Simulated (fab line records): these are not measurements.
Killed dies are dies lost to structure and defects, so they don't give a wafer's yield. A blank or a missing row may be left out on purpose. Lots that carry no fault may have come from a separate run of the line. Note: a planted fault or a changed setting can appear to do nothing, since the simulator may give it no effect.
fab line records | flow n5Finfet | part 2 of 2: steps 16 to 25 of 25
record: lots: 5 | wafers: 15 | lastDay: 17
route steps=1938 shown FIN_CUT@163 STI_FIN_REVEAL@183
lots that met no fault: taken from a fault-free run of the same line
startH: start of the lot's first displayed wafer, in hours after the record's first day | waitH: hours from the lot's prior step to this one | " the same as in the row above | L1.1+2: several wafers, shown together as one row | - no value, or no start given | * or withheld: withheld | < > ~ a bound
route shown NAME@n: NAME is a module with steps in the file, n the number in the route of the first one | usual: average and standard deviation across the fault-free wafers | same: alike in all rows | chamber/n: place in a boat | sites: per-site readings | _std_site: standard deviation across them | _edge_site: mean of outer sites minus mean of inner sites | radiusMm: for every site, how far away it sits from the centre of the wafer | mask NAME#n: copy n | behind: the last tool/chamber to shape the wafer | hold: reason for holding the lot/hours on hold/outcome of the hold | device: which transistor (n, p or np) failed to switch | end of line: the same wafers' tests at the end of the route | a step without rows: its recipe alone | killed: dies that structure and defects cost at the first sort, which is not the same as the wafer's yield | map: per-die view of a wafer (x killed, . not killed, _ where there is no die)
set.NAME: setting as actually run; set.NAME@STEP: the setting as run at that earlier step | model.NAME: the simulator's own value behind a step, which no gauge read
certain route steps with their lots: each step a table, each wafer a row
services: when a tool's chamber went out of use (startH, in hours from the record's first day, below 0 if earlier), for how many hours, and the reason
== steps ==
step: N5_FIN_CUT_STRIP_22
recipe: chemistry: N2/H2 | powerW: 500 | tempC: 40 | pressureMtorr: 50 | rfFrequencyHz: 6e+07 | overashFraction: 0.3 | biasPowerW: 8 | h2Frac: 0.5 | n2FlowSccm: 300 | h2FlowSccm: 300
usual: drypumpMotorCurrentA: 5.9/0.59 | oesProductAu: 0.75/0.071 | rfVppV: 54.2/2.3 | showerheadPlenumPTorr: 3.35/0.12 | throttleValvePct: 18.9/0.35
same: overashFraction: 0.3
lot.wafer | tool       | chamber | startH | waitH | drypumpMotorCurrentA | oesProductAu | rfHoursCounterH | rfVppV | showerheadPlenumPTorr | throttleValvePct
L077.2    | rieDiel-03 | 2       | 47.16  | 0.1   | 5.5                  | 0.76         | 150             | 53.9   | 3.35                  | 19.6
L077.4    | "          | 0       | "      | "     | 5.1                  | 0.75         | 129             | 55.3   | 3.24                  | 18.6
L077.5    | "          | 1       | "      | "     | 6.1                  | 0.77         | -               | 55.3   | 3.52                  | 18.7
L086.4    | rieDiel-04 | 0       | 104.60 | 0.0   | 5.4                  | 0.81         | 132             | 58.7   | 3.51                  | 19.3
L086.5    | "          | 1       | "      | "     | 5.4                  | 0.69         | -               | 52.1   | 3.43                  | 18.9
L086.6    | "          | 0       | "      | "     | 5.4                  | 0.79         | -               | 57.1   | 3.51                  | 19.2
L091.1    | rieDiel-04 | 1       | 130.26 | 0.1   | 5.4                  | 0.68         | 244             | 53.0   | 3.43                  | 18.9
L091.3    | "          | 3       | "      | "     | 6.8                  | 0.70         | 192             | 53.2   | 3.20                  | 18.4
L091.5    | "          | 3       | "      | "     | 6.8                  | 0.69         | -               | 50.0   | 3.20                  | 18.4
L093.2    | rieDiel-03 | 0       | 148.08 | 0.0   | 5.1                  | 0.74         | 156             | 57.9   | 3.22                  | 18.7
L093.3    | "          | 2       | "      | "     | 5.5                  | 0.75         | 175             | 55.9   | 3.34                  | 19.6
L093.5    | "          | 2       | "      | "     | 5.5                  | 0.72         | -               | 53.0   | 3.34                  | 19.5
L094.2    | rieDiel-01 | 3       | 148.52 | 0.0   | 6.2                  | 0.80         | 97              | 49.4   | 3.25                  | 18.7
L094.5    | "          | 2       | "      | "     | 6.6                  | 0.68         | -               | 50.8   | 3.31                  | 19.4
L094.6    | "          | 0       | "      | "     | 5.8                  | 0.95         | -               | 55.8   | 3.57                  | 18.4
step: N5_FIN_CUT_PRECLEAN_36
recipe: chemistry: O3/DIW | timeS: 60 | tempC: 22 | o3Ppm: 10
same: timeS: 60
lot.wafer  | tool        | chamber | startH | waitH
L077.2+4+5 | wetBench-02 | 3,7,2   | 47.22  | -
L086.4+5+6 | wetBench-04 | 2,0,7   | 104.67 | -
L091.1+3+5 | wetBench-05 | 5,4,3   | 130.32 | -
L093.2+3+5 | wetBench-04 | 1,2,5   | 148.15 | -
L094.2+5+6 | wetBench-05 | 5,4,2   | 148.58 | -
step: N5_FIN_CUT_SRD_32
recipe: dry: ipaMarangoni | timeS: 30 | tempC: 23 | rinseLiquid: diw
same: timeS: 30
lot.wafer  | tool        | chamber | startH | waitH
L077.2+4+5 | wetBench-02 | 3,7,2   | 47.24  | 0.0
L086.4+5+6 | wetBench-04 | 2,0,7   | 104.69 | 0.0
L091.1+3+5 | wetBench-05 | 5,4,3   | 130.34 | 0.0
L093.2+3+5 | wetBench-04 | 1,2,5   | 148.17 | 0.0
L094.2+5+6 | wetBench-05 | 5,4,2   | 148.60 | 0.0
step: N5_FIN_CUT_UV_OZONE_34
recipe: timeS: 120 | pressureTorr: 760 | tempC: 25
usual: pressureTorr: 760.0/1.5
same: timeS: 120
lot.wafer | tool        | chamber | startH | waitH | pressureTorr
L077.2    | wetBench-02 | 3       | 47.26  | 0.0   | 758.3
L077.4    | "           | 7       | "      | "     | 762.5
L077.5    | "           | 2       | "      | "     | 758.7
L086.4    | wetBench-04 | 2       | 104.71 | 0.0   | 758.9
L086.5    | "           | 0       | "      | "     | 761.3
L086.6    | "           | 7       | "      | "     | 760.4
L091.1    | wetBench-05 | 5       | 130.36 | 0.0   | 761.2
L091.3    | "           | 4       | "      | "     | 760.8
L091.5    | "           | 3       | "      | "     | 757.5
L093.2    | wetBench-04 | 1       | 148.18 | 0.0   | 760.1
L093.3    | "           | 2       | "      | "     | 757.7
L093.5    | "           | 5       | "      | "     | 760.8
L094.2    | wetBench-05 | 5       | 148.62 | 0.0   | 761.1
L094.5    | "           | 4       | "      | "     | 758.2
L094.6    | "           | 2       | "      | "     | 759.2
step: N5_FIN_CUT_INSPECT_17
recipe: inspectInstrument: brightfield | mode: aei
usual: rawDefectCount: 213/51
lot.wafer | tool             | chamber | startH | waitH | rawDefectCount
L077.2    | defectInspect-01 | -       | 47.32  | 0.0   | 132
L077.4    | "                | -       | "      | "     | 192
L077.5    | "                | -       | "      | "     | 156
L086.4    | defectInspect-02 | -       | 104.77 | 0.0   | 237
L086.5    | "                | -       | "      | "     | 203
L086.6    | "                | -       | "      | "     | 269
L091.1    | defectInspect-01 | -       | 130.42 | 0.0   | 128
L091.3    | "                | -       | "      | "     | 210
L091.5    | "                | -       | "      | "     | 163
L093.2    | defectInspect-02 | -       | 148.24 | 0.0   | 147
L093.3    | "                | -       | "      | "     | 143
L093.5    | "                | -       | "      | "     | 166
L094.2    | defectInspect-02 | -       | 148.68 | 0.0   | 240
L094.5    | "                | -       | "      | "     | 282
L094.6    | "                | -       | "      | "     | 189
step: N5_STI_FIN_REVEAL_ALD_00
recipe: material: SiO2 | targetThkA: 10 | tempC: 300 | aldPrecursorFamily: BDEAS | aldCoReactant: O2-plasma | pulseTimeS: 1 | pressureTorr: 2
usual: heaterPowerW: 470/40 | precursorPulseHeightRel: 1.002/0.02
lot.wafer | tool      | chamber | startH | waitH | heaterPowerW | precursorPulseHeightRel
L077.2    | aldSin-02 | 1       | 47.35  | 0.0   | 412          | 1.006
L077.4    | "         | 3       | "      | "     | 486          | 1.021
L077.5    | "         | 1       | "      | "     | 412          | 0.968
L086.4    | aldSin-01 | 3       | 104.86 | 0.1   | 516          | 1.032
L086.5    | "         | 0       | "      | "     | 467          | 1.031
L086.6    | "         | 3       | "      | "     | 497          | 0.987
L091.1    | aldSin-01 | 1       | 130.45 | 0.0   | 406          | 0.978
L091.3    | "         | 2       | "      | "     | 471          | 1.023
L091.5    | "         | 0       | "      | "     | 475          | 1.011
L093.2    | aldSin-01 | 3       | 148.28 | 0.0   | 511          | 1.015
L093.3    | "         | 0       | "      | "     | 485          | 1.040
L093.5    | "         | 2       | "      | "     | 472          | 1.007
L094.2    | aldSin-01 | 1       | 148.71 | 0.0   | 398          | 0.990
L094.5    | "         | 2       | "      | "     | 475          | 1.020
L094.6    | "         | 1       | "      | "     | 405          | 1.041
step: N5_STI_FIN_REVEAL_ALD_14
recipe: material: Si3N4 | targetThkA: 30 | tempC: 400 | aldPrecursorFamily: SiH2I2 | aldCoReactant: N2/H2-plasma | pressureTorr: 2
usual: heaterPowerW: 837/73
lot.wafer | tool      | chamber | startH | waitH | heaterPowerW
L077.2    | aldSin-02 | 1       | 47.40  | 0.0   | 716
L077.4    | "         | 3       | "      | "     | 882
L077.5    | "         | 1       | "      | "     | 712
L086.4    | aldSin-01 | 3       | 104.91 | 0.0   | 897
L086.5    | "         | 0       | "      | "     | 846
L086.6    | "         | 3       | "      | "     | 936
L091.1    | aldSin-01 | 1       | 130.50 | 0.0   | 719
L091.3    | "         | 2       | "      | "     | 832
L091.5    | "         | 0       | "      | "     | 816
L093.2    | aldSin-01 | 3       | 148.33 | 0.0   | 892
L093.3    | "         | 0       | "      | "     | 857
L093.5    | "         | 2       | "      | "     | 842
L094.2    | aldSin-01 | 1       | 148.76 | 0.0   | 716
L094.5    | "         | 2       | "      | "     | 855
L094.6    | "         | 1       | "      | "     | 711
step: N5_STI_FIN_REVEAL_FCVD_FILL_01
recipe: material: SiO2_flowable | targetThkA: 3120 | tempC: 100 | pressureTorr: 0.8 | rfW: 2000 | timeS: 512.2
same: timeS: 512.2
lot.wafer  | tool    | chamber | startH | waitH
L077.2+4+5 | fcvd-01 | 0,1,1   | 47.64  | 0.1
L086.4+5+6 | fcvd-02 | 0,1,0   | 105.34 | 0.3
L091.1+3+5 | fcvd-01 | 1       | 130.74 | 0.1
L093.2+3+5 | fcvd-01 | 0       | 148.56 | 0.1
L094.2+5+6 | fcvd-01 | 1,0,1   | 149.16 | 0.3
step: N5_STI_FIN_REVEAL_DENSIFY_02
recipe: tempC: 650 | ambient: steam | timeS: 1800 | idleTempC: 400 | densificationPH2oTorr: 640
usual: spikeTcBottomC: 667.7/2 | spikeTcLowerC: 649.4/1.3 | spikeTcTopC: 669.2/1.3 | zonePowerCentrePct: 9.1/1 | zonePowerLowerPct: 9.7/0.82
same: timeS: 1800
lot.wafer | tool       | chamber | startH | waitH | spikeTcBottomC | spikeTcLowerC | spikeTcTopC | zonePowerCentrePct | zonePowerLowerPct
L077.2    | furnace-01 | 0       | 48.27  | 0.4   | 669.2          | 649.0         | 666.6       | 10.2               | 10.9
L077.4    | "          | 0       | "      | "     | 670.5          | 648.3         | 667.3       | 10.2               | 10.7
L077.5    | "          | 0       | "      | "     | 668.2          | 649.7         | 669.5       | 10.1               | 10.8
L086.4    | furnace-03 | 0       | 105.78 | 0.2   | 664.8          | 649.4         | 669.5       | 9.8                | 9.2
L086.5    | "          | 0       | "      | "     | 665.9          | 648.4         | 668.9       | 9.9                | 8.9
L086.6    | "          | 0       | "      | "     | 663.8          | 646.2         | 671.4       | 9.7                | 8.9
L091.1    | furnace-02 | 0       | 131.37 | 0.4   | 668.3          | 649.7         | 671.4       | 7.9                | 9.3
L091.3    | "          | 0       | "      | "     | 667.3          | 650.4         | 671.9       | 7.9                | 9.1
L091.5    | "          | 0       | "      | "     | 669.1          | 650.7         | 669.8       | 8.0                | 9.1
L093.2    | furnace-03 | 0       | 149.20 | 0.4   | 664.3          | 648.1         | 669.7       | 9.8                | 9.1
L093.3    | "          | 0       | "      | "     | 664.6          | 648.7         | 671.6       | 9.8                | 9.2
L093.5    | "          | 0       | "      | "     | 665.5          | 648.3         | 668.9       | 9.9                | 9.0
L094.2    | furnace-02 | 0       | 149.80 | 0.4   | 668.6          | 649.0         | 670.4       | 7.9                | 9.3
L094.5    | "          | 0       | "      | "     | 668.2          | 649.7         | 671.0       | 8.0                | 9.2
L094.6    | "          | 0       | "      | "     | 669.1          | 650.0         | 669.9       | 7.9                | 9.0
step: N5_STI_FIN_REVEAL_CMP_04
recipe: stopOn: Si3N4 | tOverpolishS: 4 | downForcePsi: 2 | platenRpm: 54.18 | postCmpClean: alkalineBrush | padVelocityMS: 1.078 | targetThkNm: 131.83
usual: motorCurrentA: 7.8/0.84 | overpolishRunS: 4.000/0.0091 | timeToEndpointS: 104/3.8
lot.wafer | tool   | chamber | startH | waitH | motorCurrentA | overpolishRunS | timeToEndpointS
L077.2    | cmp-04 | 2       | 52.45  | 0.0   | 8.4           | 3.989          | 102
L077.4    | "      | 1       | "      | "     | 7.7           | 4.013          | 104
L077.5    | "      | 2       | "      | "     | 8.5           | 3.995          | 104
L086.4    | cmp-02 | 3       | 109.94 | 0.0   | 9.1           | 4.000          | 105
L086.5    | "      | 3       | "      | "     | 8.4           | 3.998          | 103
L086.6    | "      | 0       | "      | "     | 6.4           | 4.001          | 98
L091.3    | cmp-04 | 2       | 135.54 | 0.0   | 8.3           | 3.990          | 103
L091.1    | "      | 0       | "      | "     | 7.8           | 4.018          | 105
L091.5    | "      | 3       | "      | "     | 8.1           | 3.997          | 106
L093.3    | cmp-01 | 1       | 153.49 | 0.2   | 7.2           | 4.007          | 107
L093.2    | "      | 2       | "      | "     | 6.8           | 3.987          | 109
L093.5    | "      | 2       | "      | "     | 6.6           | 3.983          | 104
L094.2    | cmp-04 | 1       | 154.04 | 0.1   | 7.9           | 3.986          | 106
L094.5    | "      | 3       | "      | "     | 8.0           | 3.998          | 108
L094.6    | "      | 0       | "      | "     | 7.8           | 4.001          | 103
== services ==
tool         | chamber | startH | hours | kind
rieSi-02     | -       | 24.96  | 0.2   | repair
fcvd-01      | -       | 31.95  | 0.6   | repair
rieDiel-01   | -       | 40.54  | 1.4   | repair
rieDiel-01   | -       | 45.33  | 4.0   | pm
cmp-04       | -       | 45.85  | 4.0   | pm
aldSin-02    | 2       | 46.88  | 10.9  | repair
aldSin-02    | 1       | 50.05  | 61.4  | repair
fcvd-01      | 1       | 54.36  | 10.2  | repair
aldSin-02    | -       | 56.50  | 0.8   | repair
aldSin-01    | 0       | 60.25  | 10.6  | repair
aldSin-01    | -       | 68.04  | 14.6  | pm
rieDiel-04   | 0       | 78.56  | 1.2   | repair
aldSin-01    | -       | 85.75  | 14.0  | pm
aldSin-02    | 0       | 88.15  | 6.4   | repair
cmp-04       | -       | 90.72  | 1.4   | repair
aldSin-02    | -       | 93.85  | 6.0   | pm
vaporEtch-02 | 1       | 97.99  | 1.4   | repair
fcvd-01      | -       | 104.63 | 5.5   | repair
wetBench-02  | -       | 119.07 | 3.8   | repair
rieDiel-03   | -       | 123.29 | 14.6  | pm
rieDiel-04   | 2       | 124.85 | 24.6  | repair
furnace-03   | -       | 133.07 | 13.5  | repair
cmp-04       | -       | 151.66 | 0.4   | repair
fcvd-01      | 0       | 153.12 | 7.3   | repair
